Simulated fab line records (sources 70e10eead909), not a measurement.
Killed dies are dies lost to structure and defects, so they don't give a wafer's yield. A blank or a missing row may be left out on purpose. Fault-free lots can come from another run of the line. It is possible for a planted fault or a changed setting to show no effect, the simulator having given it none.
fab line records | flow nand_harc
record: lots: 12 | wafers: 36 | last_day: 32
route steps=1302 shown A_WL_FILL@957 END@1302
lots that met no fault: from a run of the same line without faults
start_h: the number of hours between the record's first day and the start of the first shown wafer of the lot | wait_h: time in hours since the lot's previous step | " as in the row above | L1.1+2: several wafers, shown together as one row | - no value, or no start given | * or withheld: withheld | < > ~ a bound
route shown NAME@n: names a module that has steps shown in the file, with the first one's number in the route | usual: mean and standard deviation over wafers with no fault | same: alike in all rows | chamber/n: place in a boat | sites: per-site readings | _std_site: their standard deviation | _edge_site: mean of outer sites minus mean of inner sites | radius_mm: how far each site lies from the wafer's centre | mask NAME#n: copy n | behind: the last tool/chamber to shape the wafer | hold: the reason the lot was held/the length of the hold in hours/how it ended | device: transistor that didn't switch, given as n, p or np | end of line: the route-end tests of the same wafers | step lacking rows: just its recipe | killed: count of dies lost to structure and defects at first sort (not the wafer's yield) | map: a wafer's dies, marking killed ones x, the rest . and places with no die _
set.NAME: setting as actually run; set.NAME@STEP: the setting as run at that earlier step | model.NAME: the simulator's own value behind a step, which no gauge read
route steps across a sampled set of lots; one table per step, one row per wafer
services: from which hour (start_h, from the record's first day; less than 0 if before it) a tool's chamber was out of use, for how many hours, and why
== steps ==
step: NHARC_A_WL_FILL_ETCHBACK_04
recipe: target_depth_a: 600 | time_s: 120 | chemistry: NF3
usual: drypump_motor_current_A: 5.7/0.63 | oes_product_au: 0.998/0.014 | run_length_s: 141.3/0.41
lot.wafer | tool         | chamber | start_h | wait_h | drypump_motor_current_A | oes_product_au | rf_hours_counter_h | run_length_s
L499.1    | rie_metal-01 | 1       | 467.47  | 0.3    | 4.8                     | 0.995          | 1.4                | 141.3
L499.2    | "            | 0       | "       | "      | 5.6                     | 1.001          | 1.0                | 141.3
L499.5    | "            | 1       | "       | "      | 4.8                     | 1.002          | -                  | 141.3
L505.2    | rie_metal-03 | 0       | 507.30  | 0.3    | 6.4                     | 0.992          | 2.6                | 141.2
L505.1    | "            | 1       | "       | "      | 5.8                     | 1.003          | 2.6                | 141.1
L505.3    | "            | 1       | "       | "      | 5.8                     | 0.987          | -                  | 140.8
L504.2    | rie_metal-01 | 0       | 529.99  | 0.3    | 5.6                     | 1.011          | 2.2                | 140.9
L504.4    | "            | 1       | "       | "      | 4.8                     | 1.005          | -                  | 141.0
L504.5    | "            | 1       | "       | "      | 4.7                     | 1.016          | -                  | 141.0
L507.2    | rie_metal-01 | 1       | 550.03  | 0.3    | 4.8                     | 1.011          | 2.9                | 141.1
L507.1    | "            | 0       | "       | "      | 5.6                     | 1.020          | 2.5                | 141.1
L507.5    | "            | 0       | "       | "      | 5.6                     | 1.019          | -                  | 141.0
L509.4    | rie_metal-01 | 0       | 574.77  | 0.3    | 5.6                     | 1.022          | -                  | 169.6
L509.5    | "            | 1       | "       | "      | 4.8                     | 1.015          | -                  | 141.1
L509.6    | "            | 0       | "       | "      | 5.6                     | 1.014          | -                  | 141.2
L511.3    | rie_metal-01 | 0       | 594.42  | 0.2    | 5.6                     | 0.995          | -                  | 140.8
L511.4    | "            | 1       | "       | "      | 4.8                     | 1.017          | -                  | 169.6
L511.5    | "            | 1       | "       | "      | 4.8                     | 1.027          | -                  | 141.7
L513.3    | rie_metal-03 | 1       | 610.84  | 0.3    | 5.8                     | 0.978          | -                  | 140.8
L513.6    | "            | 1       | "       | "      | 5.8                     | 0.977          | -                  | 140.7
L513.5    | "            | 0       | "       | "      | 6.3                     | 0.984          | -                  | 141.0
L515.1    | rie_metal-02 | 0       | 627.05  | 0.3    | 5.4                     | 0.998          | 2.6                | 141.4
L515.2    | "            | 1       | "       | "      | 6.8                     | 0.997          | 2.6                | 142.0
L515.4    | "            | 1       | "       | "      | 6.8                     | 0.991          | -                  | 141.9
L516.1    | rie_metal-03 | 0       | 628.66  | 0.4    | 6.4                     | 0.982          | 1.6                | 141.0
L516.3    | "            | 1       | "       | "      | 5.8                     | 0.990          | -                  | 141.0
L516.4    | "            | 0       | "       | "      | 6.4                     | 0.990          | -                  | 141.1
L520.1    | rie_metal-02 | 1       | 669.03  | 0.3    | 6.8                     | 0.985          | 0.1                | 142.1
L520.2    | "            | 0       | "       | "      | 5.4                     | 1.008          | 0.1                | 141.1
L520.4    | "            | 0       | "       | "      | 5.4                     | 1.008          | -                  | 141.5
L519.4    | rie_metal-03 | 0       | 669.11  | 0.2    | 6.4                     | 0.988          | -                  | 141.1
L519.3    | "            | 1       | "       | "      | 5.8                     | 0.985          | -                  | 141.1
L519.6    | "            | 0       | "       | "      | 6.4                     | 0.987          | -                  | 141.0
L522.2    | rie_metal-01 | 0       | 676.22  | 0.3    | 5.6                     | 1.000          | 1.3                | 140.8
L522.4    | "            | 0       | "       | "      | 5.6                     | 0.990          | -                  | 141.1
L522.3    | "            | 1       | "       | "      | 4.8                     | 1.027          | -                  | 142.0
step: NHARC_A_WL_FILL_ETCHBACK_05
recipe: target_depth_a: 220 | time_s: 60 | temp_c: 40 | chemistry: Cl2/BCl3
usual: drypump_motor_current_A: 5.7/0.63 | oes_product_au: 0.999/0.015 | run_length_s: 81.3/0.43
lot.wafer | tool         | chamber | start_h | wait_h | drypump_motor_current_A | oes_product_au | rf_hours_counter_h | run_length_s
L499.1    | rie_metal-01 | 1       | 467.77  | 0.3    | 4.8                     | 0.992          | 1.5                | 81.1
L499.2    | "            | 0       | "       | "      | 5.6                     | 1.000          | 1.1                | 81.3
L499.5    | "            | 1       | "       | "      | 4.8                     | 0.999          | -                  | 81.0
L505.2    | rie_metal-03 | 0       | 507.53  | 0.2    | 6.3                     | 0.993          | 2.7                | 81.2
L505.1    | "            | 1       | "       | "      | 5.8                     | 0.993          | 2.7                | 80.7
L505.3    | "            | 1       | "       | "      | 5.8                     | 0.991          | -                  | 80.8
L504.2    | rie_metal-01 | 1       | 530.24  | 0.2    | 4.8                     | 1.006          | 2.8                | 81.1
L504.4    | "            | 0       | "       | "      | 5.6                     | 1.004          | -                  | 81.0
L504.5    | "            | 1       | "       | "      | 4.8                     | 1.017          | -                  | 81.6
L507.1    | rie_metal-01 | 0       | 550.27  | 0.2    | 5.6                     | 1.007          | 2.6                | 81.0
L507.2    | "            | 1       | "       | "      | 4.8                     | 1.009          | 3.0                | 81.1
L507.5    | "            | 0       | "       | "      | 5.6                     | 1.021          | -                  | 81.6
L509.4    | rie_metal-01 | 1       | 574.94  | 0.1    | 4.8                     | 1.012          | -                  | 81.1
L509.5    | "            | 1       | "       | "      | 4.8                     | 1.013          | -                  | 81.2
L509.6    | "            | 0       | "       | "      | 5.6                     | 1.012          | -                  | 80.9
L511.3    | rie_metal-01 | 1       | 594.62  | 0.2    | 4.8                     | 1.025          | -                  | 81.1
L511.4    | "            | 0       | "       | "      | 5.6                     | 0.995          | -                  | 81.2
L511.5    | "            | 1       | "       | "      | 4.8                     | 1.026          | -                  | 81.3
L513.3    | rie_metal-03 | 1       | 611.04  | 0.2    | 5.8                     | 0.983          | -                  | 80.8
L513.6    | "            | 1       | "       | "      | 5.8                     | 0.980          | -                  | 80.9
L513.5    | "            | 0       | "       | "      | 6.4                     | 0.997          | -                  | 80.9
L515.1    | rie_metal-02 | 0       | 627.29  | 0.2    | 5.4                     | 1.017          | 2.7                | 81.6
L515.2    | "            | 1       | "       | "      | 6.7                     | 1.006          | 2.7                | 82.2
L515.4    | "            | 0       | "       | "      | 5.4                     | 1.013          | -                  | 81.2
L516.1    | rie_metal-03 | 0       | 628.88  | 0.2    | 6.4                     | 0.979          | 1.7                | 81.1
L516.4    | "            | 1       | "       | "      | 5.8                     | 0.978          | -                  | 80.8
L516.3    | "            | 0       | "       | "      | 6.4                     | 0.982          | -                  | 81.1
L520.2    | rie_metal-02 | 1       | 669.28  | 0.2    | 6.7                     | 0.991          | 0.2                | 81.9
L520.1    | "            | 0       | "       | "      | 5.4                     | 1.007          | 0.2                | 81.5
L520.4    | "            | 1       | "       | "      | 6.7                     | 0.990          | -                  | 81.9
L519.4    | rie_metal-03 | 0       | 669.31  | 0.2    | 6.4                     | 0.982          | -                  | 81.2
L519.3    | "            | 1       | "       | "      | 5.8                     | 0.980          | -                  | 81.0
L519.6    | "            | 0       | "       | "      | 6.4                     | 0.996          | -                  | 81.0
L522.2    | rie_metal-01 | 0       | 676.47  | 0.2    | 5.6                     | 0.989          | 1.5                | 80.9
L522.4    | "            | 1       | "       | "      | 4.8                     | 1.032          | -                  | 81.1
L522.3    | "            | 0       | "       | "      | 5.5                     | 0.992          | -                  | 81.7
step: NHARC_A_WL_FILL_ETCHBACK_16
recipe: target_depth_a: 1200 | time_s: 24 | c4f8_flow_sccm: withheld | o2_flow_sccm: 8 | ar_flow_sccm: withheld | rf_w: 600 | bias_w: 800 | chemistry: C4F8/O2/Ar
usual: bias_w: 800.5/2.4 | oes_product_au: 0.99/0.031 | rf_vpp_V: 723/5 | run_length_s: 45.3/0.44
lot.wafer | tool        | chamber | start_h | wait_h | bias_w | oes_product_au | rf_hours_counter_h | rf_vpp_V | run_length_s
L499.2    | rie_diel-03 | 2       | -       | -      | 797.2  | 1.02           | 0.1                | 722      | 44.8
L499.1    | "           | 3       | "       | "      | 798.0  | 1.01           | 0.1                | 731      | 45.4
L499.5    | "           | 3       | "       | "      | 797.3  | 1.00           | -                  | 731      | 45.1
L505.3    | rie_diel-07 | 2       | -       | -      | 800.3  | 0.98           | 2.9                | 728      | 45.3
L505.2    | "           | 0       | "       | "      | 800.8  | 1.00           | 2.6                | 715      | 45.7
L505.1    | "           | 1       | "       | "      | 798.8  | 0.99           | 1.3                | 717      | 44.9
L504.2    | rie_diel-13 | 3       | -       | -      | 797.9  | 1.01           | 0.2                | 716      | 45.3
L504.4    | "           | 0       | "       | "      | 802.3  | 1.02           | 0.2                | 723      | 45.6
L504.5    | "           | 2       | "       | "      | 799.7  | 1.03           | -                  | 724      | 45.3
L507.1    | rie_diel-07 | 2       | -       | -      | 797.3  | 1.00           | 6.1                | 729      | 45.4
L507.2    | "           | 3       | "       | "      | 799.0  | 1.02           | 4.8                | 728      | 46.0
L507.5    | "           | 3       | "       | "      | 798.6  | 1.02           | -                  | 729      | 46.4
L509.4    | rie_diel-13 | 2       | -       | -      | 800.2  | 1.02           | 1.4                | 723      | 45.3
L509.6    | "           | 1       | "       | "      | 801.0  | 1.01           | -                  | 719      | 45.5
L509.5    | "           | 2       | "       | "      | 796.7  | 1.02           | -                  | 724      | 45.9
L511.4    | rie_diel-03 | 3       | -       | -      | 798.7  | 1.01           | 3.8                | 732      | 45.2
L511.3    | "           | 2       | "       | "      | 797.8  | 1.01           | 3.8                | 725      | 44.7
L511.5    | "           | 0       | "       | "      | 804.6  | 1.02           | -                  | 726      | 45.3
L513.3    | rie_diel-03 | 0       | -       | -      | 798.9  | 0.95           | 4.5                | 727      | 45.0
L513.6    | "           | 0       | "       | "      | 803.5  | 0.94           | -                  | 726      | 44.9
L513.5    | "           | 1       | "       | "      | 799.1  | 0.98           | -                  | 721      | 45.6
L515.1    | rie_diel-07 | 3       | -       | -      | 801.8  | 1.02           | 8.6                | 729      | 46.0
L515.4    | "           | 0       | "       | "      | 801.1  | 1.01           | 9.1                | 715      | 45.8
L515.2    | "           | 1       | "       | "      | 798.5  | 0.99           | 8.1                | 718      | 44.9
L516.4    | rie_diel-13 | 1       | -       | -      | 804.2  | 1.00           | 2.9                | 718      | 45.5
L516.1    | "           | 2       | "       | "      | 800.2  | 1.02           | 2.9                | 723      | 45.5
L516.3    | "           | 0       | "       | "      | 801.8  | 1.02           | 3.0                | 721      | 45.6
L519.4    | rie_diel-07 | 1       | -       | -      | 800.6  | 0.99           | 0.9                | 715      | 45.0
L519.3    | "           | 2       | "       | "      | 803.8  | 1.02           | 1.2                | 730      | 44.8
L519.6    | "           | 2       | "       | "      | 806.5  | 1.02           | -                  | 730      | 45.3
L520.2    | rie_diel-03 | 3       | -       | -      | 798.3  | 1.01           | 1.6                | 730      | 45.3
L520.1    | "           | 1       | "       | "      | 801.2  | 1.00           | 2.0                | 723      | 45.3
L520.4    | "           | 3       | "       | "      | 800.4  | 1.01           | -                  | 731      | 45.0
L522.2    | rie_diel-13 | 0       | -       | -      | 799.3  | 1.01           | 4.1                | 722      | 45.6
L522.3    | "           | 1       | "       | "      | 802.8  | 1.00           | 4.1                | 717      | 45.9
L522.4    | "           | 3       | "       | "      | 798.6  | 0.97           | -                  | 717      | 44.6
step: NHARC_A_WL_FILL_ETCHBACK_17
recipe: target_depth_a: 40 | time_s: 26.7 | chemistry: Cl2/BCl3
usual: drypump_motor_current_A: 5.8/0.63 | oes_product_au: 0.999/0.013 | run_length_s: 48.0/0.46
lot.wafer | tool         | chamber | start_h | wait_h | drypump_motor_current_A | oes_product_au | rf_hours_counter_h | run_length_s
L499.2    | rie_metal-03 | 1       | 475.46  | -      | 5.8                     | 0.986          | 2.2                | 47.7
L499.1    | "            | 0       | "       | "      | 6.3                     | 1.001          | 2.2                | 48.1
L499.5    | "            | 0       | "       | "      | 6.3                     | 1.003          | -                  | 47.8
L505.2    | rie_metal-03 | 0       | 517.95  | -      | 6.4                     | 1.002          | 2.8                | 47.7
L505.1    | "            | 1       | "       | "      | 5.7                     | 0.989          | 2.8                | 47.5
L505.3    | "            | 1       | "       | "      | 5.8                     | 0.982          | -                  | 47.8
L504.2    | rie_metal-02 | 1       | 541.97  | -      | 6.7                     | 0.985          | 1.1                | 49.4
L504.4    | "            | 1       | "       | "      | 6.7                     | 0.997          | -                  | 49.0
L504.5    | "            | 1       | "       | "      | 6.7                     | 0.986          | -                  | 48.9
L507.2    | rie_metal-03 | 1       | 560.59  | -      | 5.8                     | 0.978          | 0.5                | 47.9
L507.1    | "            | 0       | "       | "      | 6.4                     | 1.006          | 0.5                | 48.2
L507.5    | "            | 0       | "       | "      | 6.3                     | 1.000          | -                  | 48.1
L509.4    | rie_metal-02 | 1       | 585.25  | -      | 6.8                     | 0.995          | -                  | 49.1
L509.6    | "            | 0       | "       | "      | 5.4                     | 1.005          | -                  | 47.9
L509.5    | "            | 1       | "       | "      | 6.7                     | 0.991          | -                  | 48.8
L511.4    | rie_metal-01 | 1       | 606.50  | -      | 4.8                     | 1.022          | -                  | 47.7
L511.3    | "            | 0       | "       | "      | 5.6                     | 0.997          | -                  | 47.5
L511.5    | "            | 0       | "       | "      | 5.6                     | 1.008          | -                  | 47.6
L513.3    | rie_metal-01 | 1       | 621.60  | -      | 4.8                     | 1.028          | -                  | 47.8
L513.5    | "            | 0       | "       | "      | 5.6                     | 1.002          | -                  | 47.6
L513.6    | "            | 1       | "       | "      | 4.8                     | 1.017          | -                  | 48.3
L515.2    | rie_metal-03 | 0       | 637.65  | -      | 6.4                     | 0.994          | 1.8                | 48.1
L515.1    | "            | 1       | "       | "      | 5.8                     | 0.977          | 1.8                | 47.4
L515.4    | "            | 0       | "       | "      | 6.4                     | 0.997          | -                  | 47.9
L516.1    | rie_metal-01 | 0       | 638.21  | -      | 5.6                     | 0.992          | 1.0                | 48.1
L516.4    | "            | 1       | "       | "      | 4.8                     | 1.035          | -                  | 48.5
L516.3    | "            | 0       | "       | "      | 5.6                     | 0.995          | -                  | 47.5
L519.4    | rie_metal-01 | 0       | 679.91  | -      | 5.6                     | 0.987          | -                  | 48.0
L519.3    | "            | 1       | "       | "      | 4.8                     | 1.021          | -                  | 48.2
L519.6    | "            | 1       | "       | "      | 4.8                     | 1.023          | -                  | 47.8
L520.2    | rie_metal-02 | 0       | 681.23  | -      | 5.4                     | 1.009          | 0.5                | 48.2
L520.1    | "            | 1       | "       | "      | 6.8                     | 0.995          | 0.5                | 49.0
L520.4    | "            | 0       | "       | "      | 5.4                     | 1.002          | -                  | 47.8
L522.2    | rie_metal-01 | 0       | 686.34  | -      | 5.6                     | 0.984          | 1.6                | 47.6
L522.3    | "            | 1       | "       | "      | 4.8                     | 1.020          | -                  | 47.8
L522.4    | "            | 0       | "       | "      | 5.6                     | 0.990          | -                  | 47.9
step: NHARC_END_SORT_01
recipe: temp_c: 25
usual: killed_at_array: 61/26 | killed_at_other: 0.8/1.1 | killed_at_periphery: 4.0/2.6 | killed_dies: 66/26 | killed_open: 3.1/1.7 | killed_short: 2.5/1.5
same: gross_dies: 677
lot.wafer | tool      | chamber | start_h | wait_h | killed_at_array | killed_at_other | killed_at_periphery | killed_dies | killed_open | killed_short
L513.3    | prober-02 | 0       | 712.20  | 3.1    | 94              | 1               | 6                   | 101         | 5           | 3
L513.5    | prober-02 | 0       | 713.79  | 3.7    | 104             | 0               | 5                   | 109         | 4           | 1
L513.6    | prober-02 | 0       | 714.58  | 4.0    | 92              | 0               | 3                   | 95          | 0           | 3
killed by level:class
L513.3 A_SLIT:chamber_film_flake=31 A_CHANNEL_HOLE_D1:chamber_film_flake=27 A_CHANNEL_HOLE_D2:chamber_film_flake=23 A_CONTACT:chamber_film_flake=6 P_M0:chamber_film_flake=3 P_GATE:geometric_particle:short=1 P_M1:geometric_particle:open=1 A_CHANNEL_FILL_D1:geometric_particle:open=1
L513.5 A_SLIT:chamber_film_flake=36 A_CHANNEL_HOLE_D2:chamber_film_flake=29 A_CHANNEL_HOLE_D1:chamber_film_flake=24 A_CONTACT:chamber_film_flake=7 A_WL_FILL:geometric_particle:open=2 P_GATE:chamber_film_flake=2 A_CHANNEL_FILL_D1:chamber_film_flake=2 P_GATE:geometric_particle:open=1
L513.6 A_SLIT:chamber_film_flake=35 A_CHANNEL_HOLE_D1:chamber_film_flake=34 A_CHANNEL_HOLE_D2:chamber_film_flake=17 A_CONTACT:chamber_film_flake=2 P_ZERO_WELL:geometric_particle:short=1 A_SGD_CUT:geometric_particle:short=1 A_CONTACT:geometric_particle:short=1 P_STI:chamber_film_flake=1
== services ==
tool         | chamber | start_h | hours | kind
rie_diel-07  | 1       | 445.56  | 8.5   | repair
rie_metal-02 | 1       | 448.49  | 14.5  | repair
rie_diel-03  | -       | 458.30  | 9.0   | pm
rie_metal-02 | -       | 458.81  | 9.0   | pm
rie_diel-13  | -       | 465.81  | 0.3   | repair
rie_diel-07  | -       | 471.20  | 9.0   | pm
rie_diel-03  | 3       | 480.83  | 3.5   | repair
rie_diel-07  | 1       | 498.53  | 7.9   | repair
rie_diel-07  | 3       | 500.99  | 3.9   | repair
rie_diel-03  | 0       | 504.60  | 4.8   | repair
rie_diel-13  | -       | 519.00  | 9.0   | pm
rie_metal-03 | -       | 519.00  | 9.0   | pm
rie_diel-07  | 1       | 523.99  | 7.7   | repair
rie_diel-13  | 3       | 532.31  | 2.1   | repair
rie_diel-03  | 1       | 551.11  | 14.2  | repair
rie_diel-07  | 0       | 560.61  | 4.9   | repair
rie_diel-13  | -       | 561.16  | 1.5   | repair
rie_metal-01 | -       | 575.00  | 9.0   | pm
rie_diel-13  | 3       | 578.86  | 3.7   | repair
rie_diel-03  | 2       | 600.98  | 1.3   | repair
rie_diel-13  | -       | 601.09  | 0.8   | repair
rie_diel-03  | -       | 635.30  | 9.0   | pm
rie_metal-02 | -       | 635.81  | 9.0   | pm
rie_diel-07  | 2       | 640.24  | 1.5   | repair
== key ==
first_sign: step: NHARC_A_WL_FILL_ETCHBACK_04 | reading: run_length_s | direction: up | sigmas: 68 | usual: * | struck: *
effect none on later readings
met_at NHARC_A_WL_FILL_ETCHBACK_04
struck_lots L509,L511
struck_wafers L509.4,L511.4
tester_left_out L509,L511
not_acting_at NHARC_A_WL_FILL_ETCHBACK_05,NHARC_A_WL_FILL_ETCHBACK_16,NHARC_A_WL_FILL_ETCHBACK_17
onset_between 550.03 574.77
fault: kind: process_parameter_drift | tool: rie_metal-01 | chamber: - | onset_h: 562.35 | steps: NHARC_A_WL_FILL_ETCHBACK_04 | channel: time_s | offset: * | shape: step | end_h: 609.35 | scope: struck_wafers_only | acts_in: * | stated: *
tester_left_out: of these lots the tester's yield and bins aren't shown, on N5 and GAA mostly nor the transistor test; their killed dies are dies lost to structure and defects alone, not to doping, threshold or leakage, so they don't give the yield
